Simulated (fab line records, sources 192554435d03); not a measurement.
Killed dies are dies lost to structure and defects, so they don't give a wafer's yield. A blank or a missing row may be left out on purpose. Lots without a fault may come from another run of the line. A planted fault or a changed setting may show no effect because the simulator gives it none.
Which tool did it? | flow n5_finfet | 11 lots, 33 wafers sampled, at 3 steps of a route of 1938

WHAT THE GAUGES READ, wafer by wafer
N5_PASSIVATION_INSPECT_64: inspects for defects (macro). Usual: raw_defect_count 2.1, standard deviation 1.5.
lot  | measured     | on                | raw_defect_count | flag
L882 | day 13 04:37 | defect_inspect-02 | 4 3 1            |
L888 | day 14 18:06 | defect_inspect-02 | 0 4 1            |
L886 | day 14 22:16 | defect_inspect-02 | 1 2 3            |
L889 | day 15 04:10 | defect_inspect-02 | 4 0 0            |
L887 | day 15 12:16 | defect_inspect-01 | 0 1 2            |
L890 | day 15 13:23 | defect_inspect-01 | 3 1 1            |
L891 | day 15 19:00 | defect_inspect-01 | 1 3 2            |
L893 | day 16 13:44 | defect_inspect-02 | 3 3 0            |
L895 | day 16 19:54 | defect_inspect-01 | 1 3 2            |
L901 | day 17 10:05 | defect_inspect-01 | 1 1 4            |
L900 | day 18 04:04 | defect_inspect-01 | 2 4 1            |

WHICH TOOL RAN EACH LOT (tool, then ch and the chambers of the sampled wafers, then the start)
lot  | N5_BEOL_M15_SPUTTER_45       | N5_PASSIVATION_AL_DEP_21
L882 | pvd_sputter-01, day 12 19:02 | pvd_sputter-01, day 13 03:58
L888 | pvd_sputter-02, day 14 06:49 | pvd_sputter-03, day 14 17:34
L886 | pvd_sputter-01, day 14 13:22 | pvd_sputter-03, day 14 21:44
L889 | pvd_sputter-03, day 14 18:11 | pvd_sputter-01, day 15 03:38
L887 | pvd_sputter-03, day 15 01:09 | pvd_sputter-01, day 15 11:37
L890 | pvd_sputter-03, day 15 02:40 | pvd_sputter-02, day 15 12:44
L891 | pvd_sputter-01, day 15 07:52 | pvd_sputter-03, day 15 18:21
L893 | pvd_sputter-01, day 16 01:22 | pvd_sputter-01, day 16 13:13
L895 | pvd_sputter-03, day 16 04:52 | pvd_sputter-02, day 16 19:23
L901 | pvd_sputter-01, day 16 20:21 | pvd_sputter-02, day 17 09:26
L900 | pvd_sputter-01, day 17 16:01 | pvd_sputter-02, day 18 03:32
- N5_BEOL_M15_SPUTTER_45: material Cu, target thk 100 nm, time 16.67 s.
- N5_PASSIVATION_AL_DEP_21: deposits Al, target thk 2800 nm, time 170 s.

WHAT THE TOOLS THEMSELVES READ (means of the sampled wafers that have a number; where no wafer has one, the mark that the record gives instead)
N5_BEOL_M15_SPUTTER_45. Usual: chuck_gas_flow_sccm 1.26 sccm, standard deviation 0.047; susceptor_temp_C -19.99 C, standard deviation 0.11; throttle_valve_pct 29.5 %, standard deviation 1.
lot  | tool           | chuck_gas_flow_sccm (sccm) | susceptor_temp_C (C) | throttle_valve_pct (%) | flag
L882 | pvd_sputter-01 | 1.24                       | -19.98               | 29.8                   |
L888 | pvd_sputter-02 | 1.26                       | -20.08               | 29.2                   |
L886 | pvd_sputter-01 | 1.26                       | -19.90               | 29.9                   |
L889 | pvd_sputter-03 | 1.26                       | -19.96               | 29.2                   |
L887 | pvd_sputter-03 | 1.26                       | -20.00               | 29.2                   |
L890 | pvd_sputter-03 | 1.28                       | -20.19               | 29.2                   |
L891 | pvd_sputter-01 | 1.25                       | -20.03               | 29.6                   |
L893 | pvd_sputter-01 | 1.25                       | -19.98               | 31.0                   |
L895 | pvd_sputter-03 | 1.24                       | -19.92               | 29.2                   |
L901 | pvd_sputter-01 | 1.27                       | -19.98               | 29.6                   |
L900 | pvd_sputter-01 | 1.25                       | -19.91               | 29.6                   |

N5_PASSIVATION_AL_DEP_21. Usual: susceptor_temp_C 399.99 C, standard deviation 0.24; throttle_valve_pct 29.5 %, standard deviation 0.93.
lot  | tool           | susceptor_temp_C (C) | throttle_valve_pct (%) | flag
L882 | pvd_sputter-01 | 399.84               | 29.9                   |
L888 | pvd_sputter-03 | 399.85               | 29.3                   |
L886 | pvd_sputter-03 | 399.92               | 28.8                   |
L889 | pvd_sputter-01 | 400.17               | 29.2                   |
L887 | pvd_sputter-01 | 400.06               | 29.0                   |
L890 | pvd_sputter-02 | 400.15               | 29.1                   |
L891 | pvd_sputter-03 | 399.91               | 29.3                   |
L893 | pvd_sputter-01 | 399.90               | 30.2                   |
L895 | pvd_sputter-02 | 399.95               | 29.2                   |
L901 | pvd_sputter-02 | 400.24               | 29.1                   |
L900 | pvd_sputter-02 | 399.99               | 29.2                   |

THE ANSWER, worked out from the rows above alone
Rule: a lot is off if the mean of its wafers that have a number lies more than 3 standard deviations from the usual mean. A lot without any number at a reading at which 4 lots or more have one is off too. The other lots that the step has rows for count as sound. The gauges are gone through in route order, then the tools' own readings, and for those a lot's mean is taken as printed above. The first step at which some lot is off is used, and at that step the reading that is off furthest; a lot without a number counts as furthest.
No lot is off at any reading shown: from this, nothing can be told.

WHAT THE SIMULATOR HAD PUT IN
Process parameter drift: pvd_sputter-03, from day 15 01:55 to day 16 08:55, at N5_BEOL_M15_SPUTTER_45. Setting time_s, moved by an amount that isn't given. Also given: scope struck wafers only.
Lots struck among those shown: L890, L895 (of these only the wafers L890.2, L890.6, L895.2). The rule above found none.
